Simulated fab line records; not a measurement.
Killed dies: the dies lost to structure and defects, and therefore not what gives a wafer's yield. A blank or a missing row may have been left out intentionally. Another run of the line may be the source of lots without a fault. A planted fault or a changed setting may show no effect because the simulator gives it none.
Which tool was responsible? || flow nand_harc || 12 lots, 35 wafers sampled, at 5 steps of a route of 1159

WHAT EACH GAUGE READ, for each wafer
NHARC_A_SGD_CUT_INSPECT_11.
{"lot": "L552", "measured": "day 13 15:29", "on": "defect_inspect-01", "raw_defect_count": "10 11 11"}
{"lot": "L554", "measured": "day 14 02:58", "on": "defect_inspect-01", "raw_defect_count": "18 25 23"}
{"lot": "L553", "measured": "day 14 03:11", "on": "defect_inspect-01", "raw_defect_count": "6 1 4"}
{"lot": "L555", "measured": "day 14 13:13", "on": "defect_inspect-02", "raw_defect_count": "12 23 18"}
{"lot": "L560", "measured": "day 15 22:59", "on": "defect_inspect-01", "raw_defect_count": "6 8 6"}
{"lot": "L557", "measured": "day 15 23:08", "on": "defect_inspect-02", "raw_defect_count": "4 9 12"}
{"lot": "L564", "measured": "day 16 20:59", "on": "defect_inspect-01", "raw_defect_count": "18 26 35"}
{"lot": "L563", "measured": "day 17 19:53", "on": "defect_inspect-02", "raw_defect_count": "12 13"}
{"lot": "L569", "measured": "day 18 02:01", "on": "defect_inspect-02", "raw_defect_count": "12 7 16"}
{"lot": "L570", "measured": "day 18 20:11", "on": "defect_inspect-01", "raw_defect_count": "37 27 36"}
{"lot": "L572", "measured": "day 19 14:41", "on": "defect_inspect-01", "raw_defect_count": "38 34 28"}
{"lot": "L574", "measured": "day 19 16:06", "on": "defect_inspect-01", "raw_defect_count": "10 10 8"}

NHARC_END_SORT_01.
{"lot": "L564", "measured": "day 22 06:49", "on": "prober-01", "killed_at_array": "20 29 31", "killed_at_other": "0 0 0", "killed_at_periphery": "2 5 6", "killed_dies": "22 34 37", "killed_open": "0 1 6", "killed_short": "4 5 0"}
{"lot": "L563", "measured": "day 23 07:20", "on": "prober-02", "killed_at_array": "667 19", "killed_at_other": "2 1", "killed_at_periphery": "6 12", "killed_dies": "675 32", "killed_open": "7 2", "killed_short": "3 2"}
{"lot": "L569", "measured": "day 23 08:07", "on": "prober-01", "killed_at_array": "27 663 40", "killed_at_other": "0 3 4", "killed_at_periphery": "4 6 2", "killed_dies": "31 672 46", "killed_open": "3 5 4", "killed_short": "1 4 1"}
{"lot": "L570", "measured": "day 24 07:02", "on": "prober-02", "killed_at_array": "32 674 37", "killed_at_other": "0 0 1", "killed_at_periphery": "2 0 0", "killed_dies": "34 674 38", "killed_open": "2 3 6", "killed_short": "5 1 1"}

TOOL THAT RAN EACH LOT (tool first, then ch and the chambers of the sampled wafers, then the start)
{"lot": "L552", "NHARC_A_SGD_CUT_STRIP_17": "rie_diel-02 ch 0,1,2, day 13 21:46 or earlier", "NHARC_A_SGD_CUT_ETCHBACK_24": "rie_diel-05 ch 0,1,2, day 13 21:46", "NHARC_A_SLIT_DEP_00": "acl_dep-02 ch 0, day 13 23:14"}
{"lot": "L554", "NHARC_A_SGD_CUT_STRIP_17": "rie_diel-05 ch 0,1,3, day 14 12:30 or earlier", "NHARC_A_SGD_CUT_ETCHBACK_24": "rie_diel-05 ch 1,3, day 14 12:30", "NHARC_A_SLIT_DEP_00": "acl_dep-01 ch 0, day 14 13:33"}
{"lot": "L553", "NHARC_A_SGD_CUT_STRIP_17": "rie_diel-13 ch 0,2, day 14 12:30 or earlier", "NHARC_A_SGD_CUT_ETCHBACK_24": "rie_diel-13 ch 0,1,2, day 14 12:30", "NHARC_A_SLIT_DEP_00": "acl_dep-02 ch 0, day 14 13:09"}
{"lot": "L555", "NHARC_A_SGD_CUT_STRIP_17": "rie_diel-05 ch 0,2,3, day 14 19:28 or earlier", "NHARC_A_SGD_CUT_ETCHBACK_24": "rie_diel-13 ch 1,2,3, day 14 19:28", "NHARC_A_SLIT_DEP_00": "acl_dep-03 ch 0, day 14 20:07"}
{"lot": "L560", "NHARC_A_SGD_CUT_STRIP_17": "rie_diel-02 ch 0,1,2, day 16 05:28 or earlier", "NHARC_A_SGD_CUT_ETCHBACK_24": "rie_diel-05 ch 0,2,3, day 16 05:28", "NHARC_A_SLIT_DEP_00": "acl_dep-01 ch 0, day 16 08:10"}
{"lot": "L557", "NHARC_A_SGD_CUT_STRIP_17": "rie_diel-13 ch 0,1, day 16 05:39 or earlier", "NHARC_A_SGD_CUT_ETCHBACK_24": "rie_diel-05 ch 0,1, day 16 05:39", "NHARC_A_SLIT_DEP_00": "acl_dep-03 ch 0, day 16 11:26"}
{"lot": "L564", "NHARC_A_SGD_CUT_STRIP_17": "rie_diel-02 ch 0,1,2, day 17 03:11 or earlier", "NHARC_A_SGD_CUT_ETCHBACK_24": "rie_diel-02 ch 1,2,3, day 17 03:11", "NHARC_A_SLIT_DEP_00": "acl_dep-01 ch 0, day 17 04:52"}
{"lot": "L563", "NHARC_A_SGD_CUT_STRIP_17": "rie_diel-02 ch 3, day 18 01:56 or earlier", "NHARC_A_SGD_CUT_ETCHBACK_24": "rie_diel-05 ch 0,2, day 18 01:56", "NHARC_A_SLIT_DEP_00": "acl_dep-02 ch 0, day 18 04:34"}
{"lot": "L569", "NHARC_A_SGD_CUT_STRIP_17": "rie_diel-05 ch 2,3, day 18 09:04 or earlier", "NHARC_A_SGD_CUT_ETCHBACK_24": "rie_diel-05 ch 0,3, day 18 09:04", "NHARC_A_SLIT_DEP_00": "acl_dep-01 ch 0, day 18 13:07"}
{"lot": "L570", "NHARC_A_SGD_CUT_STRIP_17": "rie_diel-02 ch 0,3, day 19 01:59 or earlier", "NHARC_A_SGD_CUT_ETCHBACK_24": "rie_diel-05 ch 0,3, day 19 01:59", "NHARC_A_SLIT_DEP_00": "acl_dep-01 ch 0, day 19 05:01"}
{"lot": "L572", "NHARC_A_SGD_CUT_STRIP_17": "rie_diel-05 ch 0,1,2, day 19 22:01 or earlier", "NHARC_A_SGD_CUT_ETCHBACK_24": "rie_diel-02 ch 1,2,3, day 19 22:01", "NHARC_A_SLIT_DEP_00": "acl_dep-01 ch 0, day 19 23:26"}
{"lot": "L574", "NHARC_A_SGD_CUT_STRIP_17": "rie_diel-13 ch 0,2,3, day 19 22:20 or earlier", "NHARC_A_SGD_CUT_ETCHBACK_24": "rie_diel-02 ch 0,1,3, day 19 22:20", "NHARC_A_SLIT_DEP_00": "acl_dep-02 ch 0, day 20 01:14"}
- NHARC_A_SGD_CUT_STRIP_17: strips in O2.
- NHARC_A_SGD_CUT_ETCHBACK_24: etches the open film in CH3F/O2, target depth 50 nm, time 92.857 s.
- NHARC_A_SLIT_DEP_00: deposits aC, target thk 3200 nm.

AS READ BY THE TOOLS THEMSELVES (means over the sampled wafers that have a number; for cases with no such wafer, the mark the record gives instead)
NHARC_A_SGD_CUT_STRIP_17.
{"lot": "L552", "tool": "rie_diel-02", "chamber_pressure_mTorr (mTorr)": 59.98, "drypump_motor_current_A (A)": 5.96, "oes_product_au (a.u.)": 1.005, "rf_vpp_V (V)": 57.3, "showerhead_plenum_p_Torr (Torr)": 3.54, "throttle_valve_pct (%)": 17.036}
{"lot": "L554", "tool": "rie_diel-05", "chamber_pressure_mTorr (mTorr)": 60.01, "drypump_motor_current_A (A)": 5.79, "oes_product_au (a.u.)": 0.989, "rf_vpp_V (V)": 57.8, "showerhead_plenum_p_Torr (Torr)": 3.59, "throttle_valve_pct (%)": 17.033}
{"lot": "L553", "tool": "rie_diel-13", "chamber_pressure_mTorr (mTorr)": 60.01, "drypump_motor_current_A (A)": 5.70, "oes_product_au (a.u.)": 0.997, "rf_vpp_V (V)": 57.3, "showerhead_plenum_p_Torr (Torr)": 3.48, "throttle_valve_pct (%)": 17.034}
{"lot": "L555", "tool": "rie_diel-05", "chamber_pressure_mTorr (mTorr)": 59.98, "drypump_motor_current_A (A)": 5.99, "oes_product_au (a.u.)": 0.997, "rf_vpp_V (V)": 58.2, "showerhead_plenum_p_Torr (Torr)": 3.63, "throttle_valve_pct (%)": 17.040}
{"lot": "L560", "tool": "rie_diel-02", "chamber_pressure_mTorr (mTorr)": 60.07, "drypump_motor_current_A (A)": 5.99, "oes_product_au (a.u.)": 0.995, "rf_vpp_V (V)": 58.2, "showerhead_plenum_p_Torr (Torr)": 3.54, "throttle_valve_pct (%)": 17.030}
{"lot": "L557", "tool": "rie_diel-13", "chamber_pressure_mTorr (mTorr)": 60.00, "drypump_motor_current_A (A)": 5.70, "oes_product_au (a.u.)": 0.985, "rf_vpp_V (V)": 57.0, "showerhead_plenum_p_Torr (Torr)": 3.63, "throttle_valve_pct (%)": 17.040}
{"lot": "L564", "tool": "rie_diel-02", "chamber_pressure_mTorr (mTorr)": 60.07, "drypump_motor_current_A (A)": 5.98, "oes_product_au (a.u.)": 0.989, "rf_vpp_V (V)": 58.8, "showerhead_plenum_p_Torr (Torr)": 3.54, "throttle_valve_pct (%)": 17.044}
{"lot": "L563", "tool": "rie_diel-02", "chamber_pressure_mTorr (mTorr)": 60.06, "drypump_motor_current_A (A)": 6.07, "oes_product_au (a.u.)": 1.010, "rf_vpp_V (V)": 57.7, "showerhead_plenum_p_Torr (Torr)": 3.71, "throttle_valve_pct (%)": 17.030}
{"lot": "L569", "tool": "rie_diel-05", "chamber_pressure_mTorr (mTorr)": 59.97, "drypump_motor_current_A (A)": 5.99, "oes_product_au (a.u.)": 1.002, "rf_vpp_V (V)": 58.4, "showerhead_plenum_p_Torr (Torr)": 3.52, "throttle_valve_pct (%)": 17.033}
{"lot": "L570", "tool": "rie_diel-02", "chamber_pressure_mTorr (mTorr)": 60.00, "drypump_motor_current_A (A)": 6.01, "oes_product_au (a.u.)": 1.004, "rf_vpp_V (V)": 57.7, "showerhead_plenum_p_Torr (Torr)": 3.72, "throttle_valve_pct (%)": 17.037}
{"lot": "L572", "tool": "rie_diel-05", "chamber_pressure_mTorr (mTorr)": 60.02, "drypump_motor_current_A (A)": 5.93, "oes_product_au (a.u.)": 1.007, "rf_vpp_V (V)": 58.1, "showerhead_plenum_p_Torr (Torr)": 3.51, "throttle_valve_pct (%)": 17.030}
{"lot": "L574", "tool": "rie_diel-13", "chamber_pressure_mTorr (mTorr)": 59.98, "drypump_motor_current_A (A)": 5.85, "oes_product_au (a.u.)": 1.002, "rf_vpp_V (V)": 57.7, "showerhead_plenum_p_Torr (Torr)": 3.57, "throttle_valve_pct (%)": 17.039}

NHARC_A_SGD_CUT_ETCHBACK_24.
{"lot": "L552", "tool": "rie_diel-05", "chamber_pressure_mTorr (mTorr)": 25.02, "drypump_motor_current_A (A)": 5.94, "oes_product_au (a.u.)": 0.99, "rf_vpp_V (V)": 244.7, "run_length_s (s)": 114.4, "showerhead_plenum_p_Torr (Torr)": 2.45, "throttle_valve_pct (%)": 20.667}
{"lot": "L554", "tool": "rie_diel-05", "chamber_pressure_mTorr (mTorr)": 25.09, "drypump_motor_current_A (A)": 5.57, "oes_product_au (a.u.)": 0.92, "rf_vpp_V (V)": 242.9, "run_length_s (s)": 114.6, "showerhead_plenum_p_Torr (Torr)": 2.40, "throttle_valve_pct (%)": 20.666}
{"lot": "L553", "tool": "rie_diel-13", "chamber_pressure_mTorr (mTorr)": 24.98, "drypump_motor_current_A (A)": 5.69, "oes_product_au (a.u.)": 0.92, "rf_vpp_V (V)": 245.2, "run_length_s (s)": 114.4, "showerhead_plenum_p_Torr (Torr)": 2.48, "throttle_valve_pct (%)": 20.670}
{"lot": "L555", "tool": "rie_diel-13", "chamber_pressure_mTorr (mTorr)": 25.00, "drypump_motor_current_A (A)": 5.87, "oes_product_au (a.u.)": 0.98, "rf_vpp_V (V)": 245.4, "run_length_s (s)": 113.8, "showerhead_plenum_p_Torr (Torr)": 2.56, "throttle_valve_pct (%)": 20.661}
{"lot": "L560", "tool": "rie_diel-05", "chamber_pressure_mTorr (mTorr)": 25.00, "drypump_motor_current_A (A)": 5.98, "oes_product_au (a.u.)": 0.99, "rf_vpp_V (V)": 245.3, "run_length_s (s)": 114.4, "showerhead_plenum_p_Torr (Torr)": 2.53, "throttle_valve_pct (%)": 20.652}
{"lot": "L557", "tool": "rie_diel-05", "chamber_pressure_mTorr (mTorr)": 25.01, "drypump_motor_current_A (A)": 5.94, "oes_product_au (a.u.)": 1.00, "rf_vpp_V (V)": 245.9, "run_length_s (s)": 113.8, "showerhead_plenum_p_Torr (Torr)": 2.51, "throttle_valve_pct (%)": 20.664}
{"lot": "L564", "tool": "rie_diel-02", "chamber_pressure_mTorr (mTorr)": 25.02, "drypump_motor_current_A (A)": 6.04, "oes_product_au (a.u.)": 0.93, "rf_vpp_V (V)": 244.9, "run_length_s (s)": 114.4, "showerhead_plenum_p_Torr (Torr)": 2.46, "throttle_valve_pct (%)": 20.655}
{"lot": "L563", "tool": "rie_diel-05", "chamber_pressure_mTorr (mTorr)": 24.99, "drypump_motor_current_A (A)": 6.13, "oes_product_au (a.u.)": 1.00, "rf_vpp_V (V)": 245.4, "run_length_s (s)": 101.7, "showerhead_plenum_p_Torr (Torr)": 2.50, "throttle_valve_pct (%)": 20.664}
{"lot": "L569", "tool": "rie_diel-05", "chamber_pressure_mTorr (mTorr)": 24.99, "drypump_motor_current_A (A)": 5.83, "oes_product_au (a.u.)": 0.92, "rf_vpp_V (V)": 246.6, "run_length_s (s)": 105.3, "showerhead_plenum_p_Torr (Torr)": 2.58, "throttle_valve_pct (%)": 20.669}
{"lot": "L570", "tool": "rie_diel-05", "chamber_pressure_mTorr (mTorr)": 24.98, "drypump_motor_current_A (A)": 5.85, "oes_product_au (a.u.)": 0.99, "rf_vpp_V (V)": 245.4, "run_length_s (s)": 105.4, "showerhead_plenum_p_Torr (Torr)": 2.58, "throttle_valve_pct (%)": 20.669}
{"lot": "L572", "tool": "rie_diel-02", "chamber_pressure_mTorr (mTorr)": 25.01, "drypump_motor_current_A (A)": 6.03, "oes_product_au (a.u.)": 1.00, "rf_vpp_V (V)": 245.2, "run_length_s (s)": 114.0, "showerhead_plenum_p_Torr (Torr)": 2.46, "throttle_valve_pct (%)": 20.672}
{"lot": "L574", "tool": "rie_diel-02", "chamber_pressure_mTorr (mTorr)": 24.99, "drypump_motor_current_A (A)": 6.07, "oes_product_au (a.u.)": 1.00, "rf_vpp_V (V)": 244.8, "run_length_s (s)": 114.2, "showerhead_plenum_p_Torr (Torr)": 2.53, "throttle_valve_pct (%)": 20.663}

NHARC_A_SLIT_DEP_00.
{"lot": "L552", "tool": "acl_dep-02", "throttle_valve_pct (%)": 35.009}
{"lot": "L554", "tool": "acl_dep-01", "throttle_valve_pct (%)": 35.002}
{"lot": "L553", "tool": "acl_dep-02", "throttle_valve_pct (%)": 34.996}
{"lot": "L555", "tool": "acl_dep-03", "throttle_valve_pct (%)": 35.001}
{"lot": "L560", "tool": "acl_dep-01", "throttle_valve_pct (%)": 35.011}
{"lot": "L557", "tool": "acl_dep-03", "throttle_valve_pct (%)": 35.002}
{"lot": "L564", "tool": "acl_dep-01", "throttle_valve_pct (%)": 34.992}
{"lot": "L563", "tool": "acl_dep-02", "throttle_valve_pct (%)": 34.997}
{"lot": "L569", "tool": "acl_dep-01", "throttle_valve_pct (%)": 34.990}
{"lot": "L570", "tool": "acl_dep-01", "throttle_valve_pct (%)": 34.992}
{"lot": "L572", "tool": "acl_dep-01", "throttle_valve_pct (%)": 35.008}
{"lot": "L574", "tool": "acl_dep-02", "throttle_valve_pct (%)": 34.989}

THE ANSWER, worked out from the rows above alone
Rule: the usual values come from the lots themselves. The widest of any qualifying gaps counts: lots, ordered by their means at a reading, are off when they make up no more than a third of the lots, leave a main group of 4 or more, and stand apart from it by 3 or more times the standard deviation of that group's means. Not used: any main group whose means are identical at the precision the tables above print for the reading. Also off: a lot with no number at a reading for which 4 or more lots have one. The other lots that the step has rows for count as sound. Order of review: gauges by route order, followed by the tools' own readings, for which a lot's mean as printed above is used. At the first step where some lot is off, the reading lying furthest off is the one used; lots without a number count as furthest.
Off, at NHARC_A_SGD_CUT_ETCHBACK_24 on run_length_s: L563, L569, L570. Main group: mean 114.2 s, sd 0.27.
If a tool, at that step or one of the process steps before it, ran each lot that is off and ran no sound lot following the first of them, it fits. NHARC_A_SGD_CUT_STRIP_17: start missing for some lots; hours and lot order therefore follow NHARC_A_SGD_CUT_ETCHBACK_24. One fits: NHARC_A_SGD_CUT_ETCHBACK_24 on rie_diel-05. Its last sound lot is L557 (day 16 05:39), its first lot that is off L563 (day 18 01:56): a fault that began between those two fits.
The tool's own readings at NHARC_A_SGD_CUT_ETCHBACK_24 bear it out: on the lots that are off they differ by more than 5 times the standard deviation of the sound lots' means. run_length_s reads 104.1 s there against 114.2 s on the sound lots.

WHAT THE SIMULATOR HAD INSERTED
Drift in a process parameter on rie_diel-05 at NHARC_A_SGD_CUT_ETCHBACK_24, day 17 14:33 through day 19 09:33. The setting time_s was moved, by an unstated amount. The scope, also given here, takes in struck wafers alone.
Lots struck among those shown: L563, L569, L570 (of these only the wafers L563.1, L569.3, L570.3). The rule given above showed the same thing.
